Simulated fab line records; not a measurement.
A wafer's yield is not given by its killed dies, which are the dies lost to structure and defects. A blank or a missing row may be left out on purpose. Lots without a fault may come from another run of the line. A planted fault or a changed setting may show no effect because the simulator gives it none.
fab line records	flow n5_finfet
record: lots: 6	wafers: 16	last_day: 17
route steps=1938 shown PASSIVATION@1903
lots that met no fault: from a run of the same line without faults
start_h: hours from the record's opening day to when the first of the lot's shown wafers began	wait_h: hours since the lot's step before	" repeats the value in the row above	L1.1+2: several wafers, shown together as one row	- no value, or no start was given	* or withheld: withheld	< > ~ a bound
route shown NAME@n: a module of which the file shows steps, and the number in the route of the first	usual: mean and standard deviation over wafers with no fault	same: alike in all rows	chamber/n: place in a boat	sites: each site's reading	_std_site: the values' standard deviation	_edge_site: the outer-site mean with the inner-site mean subtracted	radius_mm: for every site, how far away it sits from the centre of the wafer	mask NAME#n: copy n	behind: tool/chamber where the wafer was last shaped	hold: cause of the lot's hold/its duration in hours/its outcome	device: transistor that didn't switch, given as n, p or np	end of line: the same wafers' tests at the end of the route	a step given without rows: its recipe and nothing more	killed: count of dies lost to structure and defects at first sort (not the wafer's yield)	map: a wafer's dies, x killed, . not, _ none there
set.NAME: the setting that was run; set.NAME@STEP: the one run at that earlier step	model.NAME: the simulator's own value behind a step, which no gauge read
lots at some steps of the route; a table a step, a row a wafer
services: a tool's chamber out of use, with start hour (start_h, from the record's first day; less than 0 if before it), hours out, and reason
== steps ==
step: N5_PASSIVATION_DEVELOP_29
recipe: develop_time_s: 60	rinse_liquid: diw	dry: air_spin	dev_temp_c: 21
step: N5_PASSIVATION_HARDBAKE_31
recipe: temp_c: 130	time_s: 120
step: N5_PASSIVATION_CD_MEAS_30
recipe: target_cd_nm: 4000	landing_energy_ev: 500	detector: se_inlens	polarity: opening
usual: cd_nm: 3998.6/1.7
lot.wafer	tool	chamber	start_h	wait_h	cd_nm
L892.3	cd_sem-02	0	317.80	-	4000.4
L892.4	"	0	"	"	4000.0
L892.5	"	0	"	"	4001.6
L891.1	cd_sem-02	0	318.46	-	3999.6
L891.4	"	0	"	"	3998.9
L891.5	"	0	"	"	3995.3
L899.1	cd_sem-02	0	371.10	-	3998.2
L899.3	"	0	"	"	3998.4
L898.2	cd_sem-01	0	384.05	-	3998.1
L898.3	"	0	"	"	3996.7
L905.3	cd_sem-02	0	403.49	-	4001.1
L905.5	"	0	"	"	3999.7
L905.6	"	0	"	"	4000.6
L904.1	cd_sem-01	0	406.96	-	4000.0
L904.2	"	0	"	"	3998.5
L904.6	"	0	"	"	4000.6
step: N5_PASSIVATION_OVL_MEAS_63
recipe: points_per_wafer: 44
usual: PAD_OVL: 0/5.4
lot.wafer	tool	chamber	start_h	wait_h	PAD_OVL[nm]
L892.3	overlay-01	0	317.83	0.0	-4
L892.4	"	0	"	"	-2
L892.5	"	0	"	"	-5
L891.1	overlay-02	0	318.49	0.0	-3
L891.4	"	0	"	"	7
L891.5	"	0	"	"	-5
L899.1	overlay-01	0	371.14	0.0	6
L899.3	"	0	"	"	4
L898.2	overlay-02	0	384.08	0.0	0
L898.3	"	0	"	"	1
L905.3	overlay-02	0	403.52	0.0	4
L905.5	"	0	"	"	5
L905.6	"	0	"	"	-5
L904.1	overlay-02	0	406.99	0.0	11
L904.2	"	0	"	"	-5
L904.6	"	0	"	"	3
step: N5_PASSIVATION_INSPECT_64
recipe: mode: adi	inspect_instrument: macro
usual: raw_defect_count: 1.9/1.4
lot.wafer	tool	chamber	start_h	wait_h	raw_defect_count
L892.3	defect_inspect-01	-	317.85	0.0	4
L892.4	"	-	"	"	3
L892.5	"	-	"	"	2
L891.1	defect_inspect-02	-	318.51	0.0	1
L891.4	"	-	"	"	2
L891.5	"	-	"	"	3
L899.1	defect_inspect-01	-	371.16	0.0	2
L899.3	"	-	"	"	3
L898.2	defect_inspect-02	-	384.10	0.0	3
L898.3	"	-	"	"	3
L905.3	defect_inspect-02	-	403.54	0.0	2
L905.5	"	-	"	"	4
L905.6	"	-	"	"	2
L904.1	defect_inspect-02	-	407.01	0.0	1
L904.2	"	-	"	"	0
L904.6	"	-	"	"	3
step: N5_PASSIVATION_DESCUM_32
recipe: chemistry: O2	time_s: 7.9	source_power_w: 50	bias_power_w: 20	pressure_mtorr: 20	rf_frequency_hz: 2.712e+07	temp_c: 40	o2_flow_sccm: 225
usual: drypump_motor_current_A: 5.8/0.45	oes_product_au: 0.85/0.094	rf_vpp_V: 243.6/1.3	showerhead_plenum_p_Torr: 2.13/0.08	throttle_valve_pct: 20.33/0.26
lot.wafer	tool	chamber	start_h	wait_h	drypump_motor_current_A	oes_product_au	rf_hours_counter_h	rf_vpp_V	showerhead_plenum_p_Torr	throttle_valve_pct
L892.3	rie_diel-02	2	317.89	0.0	6.4	0.77	119	245.6	2.21	20.52
L892.4	"	3	"	"	4.9	0.98	-	243.4	2.04	19.94
L892.5	"	0	"	"	5.8	0.90	-	244.4	2.23	20.13
L891.1	rie_diel-05	1	318.55	0.0	6.5	0.92	22	245.7	2.21	20.29
L891.4	"	2	"	"	5.5	0.70	-	242.7	2.17	20.53
L891.5	"	1	"	"	6.5	0.92	-	244.5	2.21	20.30
L899.1	rie_diel-02	1	371.19	0.0	5.8	0.96	8	245.3	2.14	20.28
L899.3	"	3	"	"	4.9	0.90	36	243.5	2.03	19.98
L898.2	rie_diel-04	2	384.19	0.1	6.0	0.97	5	244.7	2.23	19.93
L898.3	"	3	"	"	5.7	0.89	25	243.0	2.14	20.72
L905.3	rie_diel-04	2	403.62	0.1	6.0	0.93	12	244.4	2.23	19.95
L905.5	"	0	"	"	5.6	0.72	-	242.0	2.00	20.21
L905.6	"	2	"	"	6.0	0.94	-	245.1	2.23	19.96
L904.1	rie_diel-05	3	407.05	0.0	6.1	0.68	248	242.8	2.05	20.60
L904.2	"	2	"	"	5.6	0.91	19	244.6	2.16	20.09
L904.6	"	0	"	"	5.6	0.92	-	241.8	2.06	20.59
step: N5_PASSIVATION_AL_ETCH_33
recipe: chemistry: Cl2/BCl3	target_depth_a: 28000	over_etch_frac: 0.15	Cl2_flow_sccm: 180	bcl3_flow_sccm: 60	target: Al	stop_on: TaN	time_s: 466.7	ion_energy_ev: 100	pressure_mtorr: 10	icp_w: 900	bias_w: 100
usual: drypump_motor_current_A: 5.5/0.42	oes_product_au: 0.72/0.1	throttle_valve_pct: 34.45/0.25
lot.wafer	tool	chamber	start_h	wait_h	drypump_motor_current_A	oes_product_au	rf_hours_counter_h	throttle_valve_pct
L892.3	rie_metal-03	1	318.11	0.2	5.1	0.60	-	34.30
L892.4	"	0	"	"	5.2	0.61	-	34.76
L892.5	"	1	"	"	5.1	0.60	-	34.33
L891.1	rie_metal-02	0	318.63	0.1	5.2	0.89	2	34.25
L891.4	"	0	"	"	5.2	0.89	-	34.27
L891.5	"	0	"	"	5.2	0.88	-	34.26
L899.1	rie_metal-03	1	371.28	0.1	5.1	0.59	104	34.34
L899.3	"	1	"	"	5.1	0.59	-	34.34
L898.2	rie_metal-01	1	384.41	0.2	5.5	0.69	-	34.61
L898.3	"	1	"	"	5.5	0.70	-	34.63
L905.3	rie_metal-02	1	403.84	0.2	6.1	0.69	-	34.66
L905.5	"	0	"	"	5.1	0.82	-	34.30
L905.6	"	1	"	"	6.1	0.70	-	34.62
L904.1	rie_metal-01	0	407.13	0.1	6.1	0.83	2	34.01
L904.2	"	1	"	"	5.4	0.68	59	34.66
L904.6	"	1	"	"	5.4	0.68	-	34.67
step: N5_PASSIVATION_ETCH_59
recipe: chemistry: Cl2/BCl3	target: TaN	target_depth_a: 650	time_s: 34.9	ion_energy_ev: 100	pressure_mtorr: 10	icp_w: 900	bias_w: 100	Cl2_flow_sccm: 60	bcl3_flow_sccm: 30
usual: drypump_motor_current_A: 5.5/0.42	oes_product_au: 0.79/0.11	throttle_valve_pct: 21.21/0.23
lot.wafer	tool	chamber	start_h	wait_h	drypump_motor_current_A	oes_product_au	rf_hours_counter_h	throttle_valve_pct
L892.3	rie_metal-03	1	318.41	0.2	5.1	0.67	-	21.04
L892.4	"	0	"	"	5.2	0.67	-	21.51
L892.5	"	1	"	"	5.1	0.68	-	21.03
L891.1	rie_metal-02	0	319.03	0.3	5.2	0.95	2	21.14
L891.4	"	0	"	"	5.1	0.96	-	21.13
L891.5	"	0	"	"	5.1	0.95	-	21.11
L899.1	rie_metal-03	1	371.68	0.3	5.1	0.66	104	21.07
L899.3	"	1	"	"	5.1	0.66	-	21.07
L898.2	rie_metal-01	1	385.11	0.6	5.5	0.77	-	21.43
L898.3	"	1	"	"	5.4	0.76	-	21.43
L905.3	rie_metal-02	1	404.14	0.2	6.1	0.76	-	21.29
L905.5	"	0	"	"	5.1	0.89	-	21.15
L905.6	"	1	"	"	6.1	0.76	-	21.30
L904.1	rie_metal-01	0	407.53	0.3	6.1	0.94	2	20.80
L904.2	"	1	"	"	5.5	0.75	59	21.46
L904.6	"	1	"	"	5.5	0.75	-	21.44
step: N5_PASSIVATION_STRIP_34
recipe: chemistry: O2	power_w: 600	temp_c: 60	pressure_mtorr: 30	rf_frequency_hz: 6e+07	bias_power_w: 0	overash_fraction: 2	o2_flow_sccm: 225
usual: drypump_motor_current_A: 5.8/0.4	oes_product_au: 0.84/0.093	rf_vpp_V: 3.8/1.4	showerhead_plenum_p_Torr: 2.12/0.081	throttle_valve_pct: 16.60/0.23
lot.wafer	tool	chamber	start_h	wait_h	drypump_motor_current_A	oes_product_au	rf_hours_counter_h	rf_vpp_V	showerhead_plenum_p_Torr	throttle_valve_pct
L892.3	rie_diel-04	3	318.49	0.1	5.7	0.94	7	4.9	2.15	16.81
L892.4	"	0	"	"	5.6	0.77	137	2.8	2.02	16.43
L892.5	"	0	"	"	5.6	0.74	-	3.9	2.02	16.41
L891.1	rie_diel-05	3	319.16	0.1	6.1	0.72	215	3.3	2.06	16.84
L891.4	"	2	"	"	5.6	0.69	-	3.9	2.17	16.72
L891.5	"	1	"	"	6.5	0.94	-	2.2	2.22	16.50
L899.1	rie_diel-05	2	371.80	0.1	5.5	0.93	11	4.1	2.17	16.27
L899.3	"	1	"	"	6.5	0.88	41	2.0	2.21	16.52
L898.2	rie_diel-04	0	385.29	0.1	5.6	0.72	157	6.0	2.01	16.49
L898.3	"	3	"	"	5.8	0.90	26	3.0	2.15	16.88
L905.3	rie_diel-05	0	404.72	0.6	5.6	0.93	25	2.5	2.06	16.76
L905.5	"	0	"	"	5.6	0.89	-	6.1	2.06	16.71
L905.6	"	3	"	"	6.1	0.67	-	3.4	2.05	16.85
L904.1	rie_diel-02	1	407.67	0.1	5.8	0.95	14	4.4	2.14	16.52
L904.2	"	0	"	"	5.8	0.84	75	5.0	2.22	16.39
L904.6	"	2	"	"	6.4	0.76	-	2.5	2.20	16.74
step: N5_PASSIVATION_STRIP_51
recipe: chemistry: post_etch_residue_remover	time_s: 1200	temp_c: 72.5
step: N5_PASSIVATION_CLEAN_69
recipe: chemistry: IPA	time_s: 180	temp_c: 25
step: N5_PASSIVATION_SRD_70
recipe: dry: ipa_marangoni	time_s: 30	temp_c: 23	rinse_liquid: diw
step: N5_PASSIVATION_PECVD_53
recipe: material: SiO2	target_thk_a: 8000	temp_c: 400	precursor: TEOS/O2	pressure_torr: 6.5	rf_w: withheld	teos_flow_sccm: withheld	gas: O2	flow_sccm: 2650	time_s: 169.4
usual: run_length_s: 197.4/0.43
lot.wafer	tool	chamber	start_h	wait_h	run_length_s	since_wet_clean_h	model.SiO2_of_PASSIVATION_PECVD_53.thk_nm
L892.3	pecvd-02	2	319.03	0.0	197.6	450	800
L892.4	"	2	"	"	198.0	-	814.8
L892.5	"	0	"	"	197.2	-	791
L891.1	pecvd-02	2	319.66	0.0	197.4	451	800
L891.4	"	2	"	"	197.6	-	807.4
L891.5	"	1	"	"	197.7	-	814.4
L899.1	pecvd-02	0	372.30	0.0	196.7	1257	785.8
L899.3	"	1	"	"	108.5	1982	383.8
L898.2	pecvd-02	0	385.79	0.0	108.7	1271	378.2
L898.3	"	2	"	"	109.2	517	387.6
L905.3	pecvd-04	2	405.28	0.1	197.6	-	797
L905.5	"	2	"	"	197.1	-	792
L905.6	"	0	"	"	197.0	-	805.4
L904.1	pecvd-04	0	408.17	0.0	197.0	1475	784.6
L904.2	"	2	"	"	197.3	721	785
L904.6	"	0	"	"	197.1	-	789.4
step: N5_PASSIVATION_PECVD_35
recipe: material: SiNx	target_thk_a: 7000	temp_c: 400	precursor: SiH4/NH3/N2	pressure_torr: 4.9	rf_w: 1406	time_s: 151.3
usual: heater_power_w: 341/90	run_length_s: 195.4/0.44	showerhead_plenum_p_Torr: 8.67/0.075	showerhead_vpp_V: 2273/140	throttle_valve_pct: 29.6/1.3
lot.wafer	tool	chamber	start_h	wait_h	heater_power_w	run_length_s	showerhead_plenum_p_Torr	showerhead_vpp_V	since_wet_clean_h	throttle_valve_pct
L892.3	pecvd-02	2	319.14	0.1	280	195.7	8.61	2098	450	28.7
L892.4	"	2	"	"	322	195.9	8.63	2124	-	29.0
L892.5	"	0	"	"	433	194.7	8.53	2300	-	30.4
L891.1	pecvd-02	2	319.78	0.1	312	195.4	8.65	2132	451	28.9
L891.4	"	2	"	"	346	195.6	8.64	2160	-	29.1
L891.5	"	1	"	"	370	195.1	8.69	2035	-	31.5
L899.1	pecvd-02	0	372.41	0.1	326	195.1	8.54	2307	1258	30.7
L899.3	"	1	"	"	312	195.2	8.69	2042	1983	31.4
L898.2	pecvd-02	0	385.90	0.1	371	195.0	8.55	2317	1271	30.5
L898.3	"	2	"	"	368	195.5	8.62	2135	517	29.1
L905.3	pecvd-04	2	405.44	0.1	285	195.0	8.66	2365	-	27.9
L905.5	"	2	"	"	308	194.9	8.67	2368	-	28.2
L905.6	"	0	"	"	237	195.2	8.65	2436	-	29.3
L904.1	pecvd-04	0	408.34	0.1	216	195.2	8.63	2437	1475	29.1
L904.2	"	2	"	"	198	195.9	8.68	2325	721	28.2
L904.6	"	0	"	"	280	195.6	8.64	2438	-	29.2
step: N5_PASSIVATION_PROBE_49
usual: defect_limited_yield: 91.6/1.4	killed_at_M0_to_M3: 35/10	killed_at_M4_up: 13/4.8	killed_at_contacts: 12/7.2	killed_at_front_end: 36/12	killed_at_other: 4/3.1	killed_dies: 100/17	killed_open: 66/13	killed_short: 32/7.3	sort_bin_4_leakage: 0.00/0.0099	sort_bin_5_function: 5.0/0.94	sort_bin_6_memory: 3.1/0.67	sort_bin_8_speed: 0.01/0.047	sort_n_pass: 1080/17	sort_yield_pct: 91.6/1.4
same: gross_dies: 1180	killed_at_back_side: 0
lot.wafer	tool	chamber	start_h	wait_h	defect_limited_yield[%]	killed_at_M0_to_M3	killed_at_M4_up	killed_at_contacts	killed_at_front_end	killed_at_other	killed_dies	killed_open	killed_short	sort_bin_4_leakage[%]	sort_bin_5_function[%]	sort_bin_6_memory[%]	sort_bin_8_speed[%]	sort_n_pass	sort_yield_pct[%]
L891.1	prober-02	-	323.37	0.0	90.6	47	18	6	39	1	111	69	36	0	5.3	3.1	0	1069	90.6
L891.4	prober-02	-	323.52	0.2	91.9	34	13	13	30	5	95	70	25	0	5.2	2.9	0	1085	91.9
L891.5	prober-02	-	323.57	0.2	90.7	38	9	16	44	3	110	77	32	0	4.9	4.2	0	1070	90.7
L898.2	prober-01	-	389.65	0.1	90.7	26	16	9	55	4	110	56	51	0	5.3	3.4	0	1070	90.7
L898.3	prober-01	-	389.70	0.1	91.3	43	11	10	36	3	103	71	32	0	5.8	2.7	0	1077	91.3
L905.3	prober-01	-	409.24	0.1	93.1	48	10	8	16	0	82	56	26	0	4.6	2.2	0	1098	93.1
L905.5	prober-01	-	409.34	0.2	93.5	31	5	9	30	2	77	55	22	0	4.3	1.8	0	1103	93.5
L905.6	prober-01	-	409.39	0.3	92.3	27	12	13	38	1	91	63	28	0	4.2	3.0	0	1089	92.3
killed by level:class
L891.1 BEOL_M2:geometric_particle:open=12 FIN_SAQP:geometric_particle:open=8 BEOL_M1:geometric_particle:open=8 BEOL_M0_SAQP:geometric_particle:short=7 BEOL_M3:geometric_particle:open=7 BEOL_M4:geometric_particle:short=7 BEOL_M0_SAQP:geometric_particle:open=5 FIN_SAQP:geometric_particle:short=4
L891.4 MOL_CONTACT_COAG:geometric_particle:open=10 BEOL_M2:geometric_particle:open=10 BEOL_M4:geometric_particle:open=8 GATE_CUT:geometric_particle:open=6 BEOL_M0_SAQP:geometric_particle:open=6 BEOL_M1:geometric_particle:open=6 GATE_CUT:geometric_particle:short=5 BEOL_M0_SAQP:geometric_particle:short=5
L891.5 FIN_SAQP:geometric_particle:open=13 MOL_CONTACT_COAG:geometric_particle:open=13 BEOL_M1:geometric_particle:open=11 BEOL_M0_SAQP:geometric_particle:open=9 GATE_CUT:geometric_particle:open=5 SPACER0:geometric_particle:short=4 BEOL_M0_SAQP:geometric_particle:short=4 BEOL_M3:geometric_particle:open=4
L898.2 FIN_SAQP:geometric_particle:short=28 FIN_SAQP:geometric_particle:open=11 BEOL_M0_SAQP:geometric_particle:short=9 MOL_CONTACT_COAG:geometric_particle:open=8 BEOL_M4:geometric_particle:open=7 STI_FIN_REVEAL:geometric_particle:open=6 BEOL_M1:geometric_particle:open=6 BEOL_M7:geometric_particle:open=5
L898.3 MOL_CONTACT_COAG:geometric_particle:open=10 BEOL_M0_SAQP:geometric_particle:short=10 BEOL_M0_SAQP:geometric_particle:open=7 BEOL_M2:geometric_particle:open=7 DUMMY_GATE:geometric_particle:open=6 BEOL_M5:geometric_particle:open=6 STARTING-WAFER:geometric_particle:open=6 DUMMY_GATE:geometric_particle:short=5
L905.3 BEOL_M0_SAQP:geometric_particle:short=11 BEOL_M0_SAQP:geometric_particle:open=11 BEOL_M3:geometric_particle:open=10 BEOL_M1:geometric_particle:open=7 MOL_CONTACT_COAG:geometric_particle:open=6 GATE_CUT:geometric_particle:short=5 BEOL_M2:geometric_particle:open=5 BEOL_M4:geometric_particle:open=3
L905.5 BEOL_M0_SAQP:geometric_particle:open=10 BEOL_M1:geometric_particle:open=8 MOL_CONTACT_COAG:geometric_particle:open=7 FIN_SAQP:geometric_particle:short=6 FIN_SAQP:geometric_particle:open=6 DUMMY_GATE:geometric_particle:open=6 BEOL_M0_SAQP:geometric_particle:short=6 STI_FIN_REVEAL:geometric_particle:open=5
L905.6 STI_FIN_REVEAL:geometric_particle:open=15 MOL_CONTACT_COAG:geometric_particle:open=11 BEOL_M0_SAQP:geometric_particle:open=10 BEOL_M0_SAQP:geometric_particle:short=7 GATE_CUT:geometric_particle:open=3 GATE_CUT:geometric_particle:short=3 BEOL_M3:geometric_particle:open=3 BEOL_M3:geometric_particle:short=3
== services ==
tool	chamber	start_h	hours	kind
rie_diel-05	-	300.33	0.8	repair
rie_diel-04	1	303.82	-	clean
rie_diel-02	0	304.01	13.7	repair
rie_diel-05	0	304.85	-	clean
rie_diel-05	0	304.85	-	consumable_replace:focus_ring
rie_diel-05	0	304.85	18.9	scheduled_down
rie_diel-05	0	304.85	18.9	vent_cycle
rie_diel-05	2	324.63	-	clean
rie_diel-05	2	324.63	-	consumable_replace:focus_ring
rie_diel-05	2	324.63	16.0	scheduled_down
rie_diel-05	2	324.63	16.0	vent_cycle
rie_diel-04	-	328.22	20.3	repair
rie_diel-02	2	329.23	17.8	repair
rie_diel-05	-	333.67	14.6	pm
rie_diel-05	0	359.71	4.8	repair
rie_diel-04	3	360.47	4.1	repair
rie_diel-02	1	377.18	19.5	repair
pecvd-04	1	383.62	-	clean
pecvd-04	1	383.62	-	consumable_replace:showerhead
pecvd-04	1	383.62	29.0	scheduled_down
pecvd-04	1	383.62	29.0	vent_cycle
pecvd-02	0	388.25	6.3	repair
rie_diel-04	1	399.45	5.4	repair
pecvd-02	-	404.61	0.9	repair
== key ==
first_sign: step: N5_PASSIVATION_PECVD_53	reading: run_length_s	direction: down	sigmas: 99+	usual: *	struck: *
effect none on later readings
model_effect: step: N5_PASSIVATION_PECVD_53	value: SiO2_of_PASSIVATION_PECVD_53.thk_nm	without: 794.7	struck: 383.2
met_at N5_PASSIVATION_PECVD_53
struck_wafers L898.2,L898.3,L899.3
onset_between 319.66 372.30
fault: kind: process_parameter_drift	tool: pecvd-02	chamber: -	onset_h: 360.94	steps: N5_PASSIVATION_PECVD_53	channel: time_s	offset: *	shape: step	end_h: 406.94	scope: struck_wafers_only	acts_in: *	stated: *
